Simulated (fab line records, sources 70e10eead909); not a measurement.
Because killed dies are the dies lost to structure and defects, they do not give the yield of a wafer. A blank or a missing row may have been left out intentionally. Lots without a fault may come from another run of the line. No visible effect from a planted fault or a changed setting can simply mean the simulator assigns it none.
Matching of chambers -- flow nand_harc -- NHARC_P_CONTACT_ETCH_35 on rie_diel-05: 4 sister chambers
The step etches the open film in CF4, target depth 39 nm, time 65 s. 14 wafers are shown with their chamber, then 7 later ones without.

== WAFERS PAIRED WITH THEIR CHAMBERS ==
wafer,chamber,showerhead_plenum_p_Torr (Torr),drypump_motor_current_A (A),rf_vpp_V (V)
L075.2,1,1.69,5.9,150.8
L075.4,3,1.73,5.3,150.2
L075.6,3,1.73,5.2,150.0
L079.1,0,1.66,5.2,149.7
L079.2,3,1.73,5.3,150.9
L079.6,2,1.85,6.5,152.3
L081.2,1,1.69,5.9,150.8
L081.4,2,1.85,6.5,152.4
L081.6,1,1.69,5.9,150.4
L084.1,3,1.73,5.3,151.3
L084.2,1,1.69,5.9,152.4
L084.6,0,1.66,5.2,149.7
L089.1,2,1.84,6.6,153.2
L089.3,0,1.66,5.2,151.5

SIGNATURES, as means of the wafers listed above
reading,chamber 0,chamber 1,chamber 2,chamber 3,scatter within a chamber
showerhead_plenum_p_Torr,1.6600,1.6900,1.8467,1.7300,0.00258
drypump_motor_current_A,5.200,5.900,6.533,5.275,0.0376
rf_vpp_V,150.300,151.100,152.633,150.600,0.781
Rule: distance of a wafer from a chamber = root of the sum over the readings of ((wafer's reading minus chamber's mean) / reading's scatter) squared. If the next closest chamber is less than 2 further off than the closest, the wafer can't be placed; otherwise it belongs to the closest. The scatter: the root of (the sum of the squares of (reading less its chamber's mean) over the shown wafers, divided by (wafers less chambers)).

== WAFERS MISSING THEIR CHAMBER ==
wafer,showerhead_plenum_p_Torr (Torr),drypump_motor_current_A (A),rf_vpp_V (V)
L089.6,1.84,6.5,151.0
L094.3,1.73,5.2,149.7
L094.5,1.73,5.3,150.5
L094.6,1.66,5.3,149.3
L096.2,1.84,6.5,151.6
L096.4,1.73,5.2,152.9
L096.6,1.84,6.6,153.6

== THE CHAMBER EACH PASSED THROUGH ==
wafer,from the rows above,in truth
L089.6,2,2
L094.3,3,3
L094.5,3,3
L094.6,0,0
L096.2,2,2
L096.4,3,3
L096.6,2,2
Correct placement for 7 of the 7. From these rows, 0 cannot be placed. 0 placed wrongly.
